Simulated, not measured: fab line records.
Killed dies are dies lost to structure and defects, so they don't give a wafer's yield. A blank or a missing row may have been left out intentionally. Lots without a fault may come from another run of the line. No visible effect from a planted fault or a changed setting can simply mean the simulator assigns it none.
Problem report, 8D (eight disciplines) form, completed by code    flow n5_finfet    the parts of the form that need people (team, actions taken, sign-off) are left out

## 1. WHAT WENT WRONG
Wafers without a fault read 0.69 a.u., standard deviation 0.081; oes_product_au at N5_MOL_CONTACT_COAG_ETCH_124 reads a mean of 0.28 a.u. on 2 wafers belonging to 2 lots. That puts it -5.1 standard deviations away from the usual mean.
The step: etches SiNx in CH3F/O2, stops on SiOC, target depth 6.5 nm.
Seen first at day 7 02:38 on rie_diel-06, wafer L895.3. The record holds 20 wafers of 7 lots with a number at this step. By rule, "out" or "out of limits" means more than 4 standard deviations away from the usual mean. All remaining wafers that have a number are taken as sound.

## 2. WHAT IT IS, WHAT IT ISN'T
question                     is                is not
which readings at this step  oes_product_au    drypump_motor_current_A, rf_vpp_V, showerhead_plenum_p_Torr, throttle_valve_pct
which lots                   L895, L900        L888, L905, L906, L908, L909
which wafers of those lots   L895.3, L900.6    L895.4, L900.1, L900.5
read on which tools          rie_diel-06       rie_diel-01, rie_diel-03
when                         from day 7 02:38  up to then (4 sound wafers); but 14 sound wafers of L900, L905, L906, L908, L909 came after

## 3. WHAT RULES OUT EACH SUSPECT
Counting: a tool at a process step up to the reading stays a suspect if it ran every lot that is out. Sound lots after the first of them don't rule it out here, since some wafers of a struck lot are sound.
- rie_diel-03 at N5_MOL_CONTACT_COAG_ETCHBACK_135 (etches SiO2 in CHF3, target depth 25 nm, time 16.7 s): kept. It ran every lot that is out, first L895 (day 7 00:42).
- rie_diel-03 at N5_MOL_CONTACT_COAG_ETCH_47 (etches SiNx in CH3F/O2, stops on W, target depth 27 nm): kept. It ran every lot that is out, first L895 (day 7 00:50).
- rie_diel-06 at N5_MOL_CONTACT_COAG_ETCH_66 (etches SiARC in CF4, target depth 13 nm, time 21.7 s): kept. It ran every lot that is out, first L895 (day 7 01:37).
- rie_diel-06 at N5_MOL_CONTACT_COAG_ETCHBACK_136 (etches SiO2 in CHF3, target depth 25 nm, time 16.7 s): kept. It ran every lot that is out, first L895 (day 7 02:34); its last sound lot up to then is L888 (day 5 20:39).
- rie_diel-06 at N5_MOL_CONTACT_COAG_ETCH_124 (etches SiNx in CH3F/O2, stops on SiOC, target depth 6.5 nm): kept. It ran every lot that is out, first L895 (day 7 02:38); its last sound lot up to then is L888 (day 5 20:43). Its own oes_product_au readings are out on those wafers.
Left after counting: rie_diel-03 at N5_MOL_CONTACT_COAG_ETCHBACK_135, rie_diel-03 at N5_MOL_CONTACT_COAG_ETCH_47, rie_diel-06 at N5_MOL_CONTACT_COAG_ETCH_66, rie_diel-06 at N5_MOL_CONTACT_COAG_ETCHBACK_136, rie_diel-06 at N5_MOL_CONTACT_COAG_ETCH_124.

## 4. THE CAUSE (what the simulator had put in)
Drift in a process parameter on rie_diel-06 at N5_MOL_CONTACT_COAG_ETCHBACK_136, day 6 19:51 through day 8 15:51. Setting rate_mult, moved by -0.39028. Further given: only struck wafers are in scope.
After counting, 5 suspects remain, this tool included.

## 5. THE CHAIN OF EFFECTS, in route order
Each row: a reading where the mean over the struck wafers with a number is more than 3 standard deviations away from the usual. Readings are gone through only where the record gives a usual standard deviation; hours: the median, over the lots, of the time from a lot's start at the first step in this table giving one to that lot's start at this step; sigmas: the change measured in usual standard deviations.
hours  step                          reading               usual      on struck wafers  change  sigmas
0      N5_MOL_CONTACT_COAG_ETCH_124  oes_product_au        0.69 a.u.  0.28              -0.41   -5.1
0      N5_MOL_CONTACT_COAG_ETCH_48   oes_product_au        0.66 a.u.  0.28              -0.39   -4.5
192    N5_PASSIVATION_PROBE_49       defect_limited_yield  91.1 %     1.2               -89.9   -60
192    N5_PASSIVATION_PROBE_49       killed_at_contacts    12         1062              +1050   +99 or more
192    N5_PASSIVATION_PROBE_49       killed_dies           105        1166              +1061   +62
192    N5_PASSIVATION_PROBE_49       killed_on_rim         14         152               +138    +33
192    N5_PASSIVATION_PROBE_49       sort_bin_5_function   5.2 %      94.2              +89.0   +98
192    N5_PASSIVATION_PROBE_49       sort_n_pass           1075       14                -1061   -62
192    N5_PASSIVATION_PROBE_49       sort_yield_pct        91.1 %     1.2               -89.9   -60
Its process steps:
- N5_MOL_CONTACT_COAG_ETCH_124: etches SiNx in CH3F/O2, stops on SiOC, target depth 6.5 nm.
- N5_MOL_CONTACT_COAG_ETCH_48: etches SiOC in C4F6/O2, target depth 15 nm, overetch 4.5 nm, time 17 s.
- N5_PASSIVATION_PROBE_49

## 6. WHAT WOULD HAVE CAUGHT IT SOONER
In this record the first reading out of limits was taken at day 7 02:38, 7 hours after the fault began at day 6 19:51.
Tool readings at N5_MOL_CONTACT_COAG_ETCHBACK_136 with a usual standard deviation given in the record: none out on any struck wafer, hence no alarm at a limit of 4 standard deviations on them.
Among the 2 lots that are out, L900 began N5_MOL_CONTACT_COAG_ETCHBACK_136 on rie_diel-06 after day 7 02:38. Putting the tool on hold at that point would have spared it.
